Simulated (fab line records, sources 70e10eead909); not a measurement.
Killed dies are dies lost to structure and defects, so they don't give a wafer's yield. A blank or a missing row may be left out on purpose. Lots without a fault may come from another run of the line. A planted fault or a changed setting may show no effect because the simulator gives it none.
A struck lot beside a sound one | flow nand_harc | 13 steps out of a route of 1302
Sound: wafers L103.3, L103.5, L103.6. Struck: wafers L116.1, L116.2, L116.5. The cause comes at the end.
At each step with rows: each side's tool, then ch and its chambers, then its first start. Under that, the readings that differ: sound wafers | struck wafers | difference of the means | sigmas: that difference in standard deviations of wafers without a fault.
alike: readings whose means differ by less than 2 such deviations, and words and numbers that are the same on both sides. not compared: withheld readings, readings that some wafer has no value for, bounds like >300 that may hide the same value, and numbers for which the record gives no deviation and whose values overlap.
The two part at a step that has a row with sigmas, a row that says differs or no value, or rows on one side only. Numbers that don't overlap but have no deviation are shown without sigmas and don't part them. A reading that every wafer of one side lacks parts them only if that side has two wafers or more.

first, 2 steps without rows for these wafers: NHARC_A_ONON_D1_ANNEAL_15 (time 3600 s); NHARC_A_ONON_D1_DEP_16 (target thk 1000 nm).
NHARC_A_ONON_D1_THK_MEAS_18: measures by ellipsometry.
  sound on film_metro-01, day 11 19:19; struck on film_metro-01, day 16 18:33
  alike: thk_nm
then, 1 step without rows for these wafers: NHARC_A_ONON_D1_DEP_19 (target thk 1000 nm).
NHARC_A_ONON_D1_THK_MEAS_21: measures by ellipsometry.
  sound on film_metro-02, day 11 19:53; struck on film_metro-01, day 16 19:07
  alike: thk_nm
then, 1 step without rows for these wafers: NHARC_A_ONON_D1_DEP_22 (target thk 1000 nm).
NHARC_A_ONON_D1_THK_MEAS_24: measures by ellipsometry.
  sound on film_metro-02, day 11 20:27; struck on film_metro-01, day 16 19:41
  alike: thk_nm
then, 1 step without rows for these wafers: NHARC_A_ONON_D1_DEP_25 (target thk 1000 nm).
NHARC_A_ONON_D1_THK_MEAS_27: measures by ellipsometry.
  sound on film_metro-02, day 11 21:01; struck on film_metro-01, day 16 20:15
  reading     | sound          | struck      | difference | sigmas
  thk_nm (nm) | 1011 1010 1011 | 989 988 989 | -22        | -2
then, 1 step without rows for these wafers: NHARC_A_ONON_D1_DEP_28 (target thk 1000 nm).
NHARC_A_ONON_D1_THK_MEAS_30: measures by ellipsometry.
  sound on film_metro-02, day 11 21:35; struck on film_metro-01, day 16 20:49
  alike: thk_nm
NHARC_A_ONON_D1_DEP_33: deposits SiO2, target thk 200 nm.
  sound on pecvd-02 ch 0,1, day 11 21:41; struck on pecvd-02 ch 1,2, day 16 20:52
  reading                   | sound             | struck            | difference | sigmas
  mfc_precursor_sccm (sccm) | 161.9 161.4 162.0 | 148.9 149.7 149.7 | -12.3      | -25
  alike: flow_sccm, heater_power_w, throttle_valve_pct
  not compared: since_wet_clean_h
NHARC_A_ONON_D1_THK_MEAS_34: measures by ellipsometry.
  sound on film_metro-01, day 11 22:04; struck on film_metro-01, day 16 21:17
  reading     | sound             | struck            | difference | sigmas
  thk_nm (nm) | 203.2 200.2 204.2 | 184.2 183.7 185.9 | -17.9      | -6

WHERE THEY PART
First at NHARC_A_ONON_D1_THK_MEAS_27; last, within this record, at NHARC_A_ONON_D1_THK_MEAS_34.

WHY: what the simulator had put in
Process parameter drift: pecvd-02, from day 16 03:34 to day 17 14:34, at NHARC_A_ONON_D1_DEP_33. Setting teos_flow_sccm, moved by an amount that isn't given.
